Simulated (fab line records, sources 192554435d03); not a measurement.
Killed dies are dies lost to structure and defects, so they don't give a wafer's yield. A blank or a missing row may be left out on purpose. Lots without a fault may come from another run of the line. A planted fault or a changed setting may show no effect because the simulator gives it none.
One fault seen from 2 desks | flow n5_finfet | each desk has only its own numbers; what lay behind them comes last

THE DEFECT DESK
What the inspections along the route counted, lot by lot: means of the sampled wafers that have a number. A lot is out of limits, marked OUT, if its mean lies more than 4 standard deviations from the usual mean; the brackets give that distance.
Columns: A = raw_defect_count at N5_BEOL_M14_INSPECT_30, usual 2.1
lot  | first seen here | A
L972 | day 11 16:50    | 2.7
L974 | day 12 04:15    | 2.0
L977 | day 12 14:19    | 1.7
L976 | day 12 21:05    | 1.7
L981 | day 14 04:16    | 2.0
L982 | day 14 10:49    | 4.7
L985 | day 15 18:08    | 1.0
L987 | day 15 20:26    | 1.0
L989 | day 16 02:24    | 2.0
This desk's finding: nothing out of limits on any of the 9 lots.

THE METROLOGY DESK
What the gauges read, lot by lot, whatever tool the lot ran on: means of the sampled wafers that have a number. A lot is out of limits, marked OUT, if its mean lies more than 4 standard deviations from the usual mean; the brackets give that distance. Of its 13 readings 7 are shown: the one that was out of limits first, and those that lie furthest out on some lot.
Columns: A = DIBL_P at N5_BEOL_M4_RC_MEAS_101, usual 37.1 mV/V; B = ION_N at N5_BEOL_M4_RC_MEAS_101, usual 679 uA/um; C = ION_P at N5_BEOL_M4_RC_MEAS_101, usual 466 uA/um; D = VT_P at N5_BEOL_M4_RC_MEAS_101, usual -250 mV; E = trench_depth_nm at N5_BEOL_M14_OCD_MEAS_35, usual 565 nm; F = M14_THK at N5_BEOL_M14_THK_MEAS_50, usual 558 nm; G = M14_RS at N5_BEOL_M14_RS_MEAS_54, usual 0.0327 ohm/sq
lot  | first seen here | A    | B   | C   | D    | E   | F   | G
L972 | day 8 11:34     | 38.6 | 681 | 468 | -249 | 570 | 558 | 0.0324
L974 | day 9 06:04     | 37.1 | 678 | 467 | -248 | 553 | 550 | 0.0335
L977 | day 9 17:22     | 38.3 | 680 | 457 | -255 | 548 | -   | 32.4027 (+99 or more) OUT
L976 | day 9 19:59     | 38.1 | 685 | 463 | -251 | 556 | -   | 31.8500 (+99 or more) OUT
L981 | day 11 02:07    | 33.9 | 669 | 465 | -250 | 560 | 552 | 0.0329
L982 | day 11 06:49    | 36.0 | 665 | 462 | -249 | 544 | 534 | 0.0340
L985 | day 12 05:23    | 36.7 | 677 | 470 | -250 | 553 | 547 | 0.0333
L987 | day 12 11:42    | 36.0 | 666 | 458 | -252 | 581 | 573 | 0.0318
L989 | day 13 00:08    | 37.8 | 698 | 475 | -249 | 581 | 578 | 0.0319
This desk's finding: out of limits on L976, L977; first on L977, day 12 18:27 (M14_RS at N5_BEOL_M14_RS_MEAS_54). In limits: L972, L974, L981, L982, L985, L987, L989.

PUT TOGETHER
The metrology desk could have raised an alarm at day 12 18:27, on L976, L977.
The defect desk saw nothing out of limits.
The defect desk has L976, L977 on record, within its limits.
Of the lots named, all ran N5_BEOL_M14_ECD_47 on ecd_cu-01.

WHAT THE SIMULATOR HAD PUT IN
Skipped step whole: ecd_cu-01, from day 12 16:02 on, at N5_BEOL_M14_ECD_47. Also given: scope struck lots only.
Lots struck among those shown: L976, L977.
Hours from the fault's start to each desk's first reading out of limits: the metrology desk, 2.
